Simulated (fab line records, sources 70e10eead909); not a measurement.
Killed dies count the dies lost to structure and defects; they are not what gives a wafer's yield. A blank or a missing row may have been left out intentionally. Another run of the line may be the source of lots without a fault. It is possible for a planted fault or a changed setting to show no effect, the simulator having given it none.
Which tool is to blame? | flow nand harc | 11 lots (33 wafers sampled), 1 step of a 1302-step route

WHAT THE GAUGES SHOWED, per wafer
NHARC_A_ONON_D1_THK_MEAS_11: measures by ellipsometry.
lot  | measured     | on            | thk nm (nm)
L904 | day 8 08:35  | film metro-02 | 997 1000 1001
L906 | day 9 04:16  | film metro-02 | 1009 1010 1006
L907 | day 9 04:17  | film metro-01 | 995 997 997
L908 | day 9 19:17  | film metro-01 | 996 998 998
L909 | day 10 08:49 | film metro-02 | 1006 1005 1006
L910 | day 11 04:18 | film metro-02 | 984 983 984
L911 | day 11 04:20 | film metro-01 | 1017 1018 1019
L916 | day 13 06:56 | film metro-01 | 1015 1013 1012
L922 | day 15 22:10 | film metro-02 | 991 991 993
L923 | day 16 02:50 | film metro-02 | 1000 1001 1002
L924 | day 16 07:47 | film metro-02 | 1009 1009 1011

WHICH TOOL RAN EACH LOT (tool, then ch and the chambers of the sampled wafers, then the start)
No process step before these readings appears in the record.

THE ANSWER, worked out from the rows above alone
Rule: the usual values come from the lots themselves. The widest of any qualifying gaps counts: lots, ordered by their means at a reading, are off when they make up no more than a third of the lots, leave a main group of 4 or more, and stand apart from it by 3 or more times the standard deviation of that group's means. If all means in a main group match to the digits the tables above print for the reading, that group is not used. A lot without any number at a reading at which 4 lots or more have one is off too. The other lots that the step has rows for count as sound.
Nothing can be told from this: no lot is off at any reading shown.

WHAT HAD BEEN PUT IN BY THE SIMULATOR
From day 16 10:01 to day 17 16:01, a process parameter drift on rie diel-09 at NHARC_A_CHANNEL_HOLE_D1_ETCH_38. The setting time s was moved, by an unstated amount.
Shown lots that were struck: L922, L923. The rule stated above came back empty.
